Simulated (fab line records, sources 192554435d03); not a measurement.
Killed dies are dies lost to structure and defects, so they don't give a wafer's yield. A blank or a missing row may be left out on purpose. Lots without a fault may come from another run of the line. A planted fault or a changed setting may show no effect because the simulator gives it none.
Chamber matching | flow n5_finfet | N5_BEOL_M9_PECVD_70 on pecvd-01: 3 sister chambers
The step deposits SiO2 from TEOS/O2, target thk 20 nm, time 22.7 s. 3 wafers are shown with their chamber, then 8 later ones without.

WAFERS WITH THEIR CHAMBER
wafer  | chamber | throttle_valve_pct (%)
L084.5 | 2       | 20.5
L084.6 | 1       | 22.3
L087.2 | 0       | 23.3

WAFERS WITHOUT THEIR CHAMBER
wafer  | throttle_valve_pct (%)
L087.3 | 22.1
L087.5 | 20.3
L088.2 | 22.3
L088.3 | 20.7
L088.5 | 23.9
L094.2 | 20.8
L094.5 | 23.6
L094.6 | 22.4

WHICH CHAMBER EACH WENT THROUGH
wafer  | from the rows above | in truth
L087.3 | 1                   | 1
L087.5 | 2                   | 2
L088.2 | 1                   | 1
L088.3 | 2                   | 2
L088.5 | 0                   | 0
L094.2 | 2                   | 2
L094.5 | 0                   | 0
L094.6 | 1                   | 1
Placed correctly: 8 of 8. Can't be placed from these rows: 0. Placed wrongly: 0.
How it was worked out, from the rows above alone: a wafer's distance from a chamber is the root of the sum, over the readings, of the square of ((its reading less the chamber's mean) divided by the reading's scatter). The wafer belongs to the nearest chamber; if the next one is less than 2 further off, it can't be placed. A chamber's mean is the mean of its shown wafers. The scatter: with one shown wafer a chamber, the root of the mean of the squares of how far each hidden wafer lies from its nearest shown one.
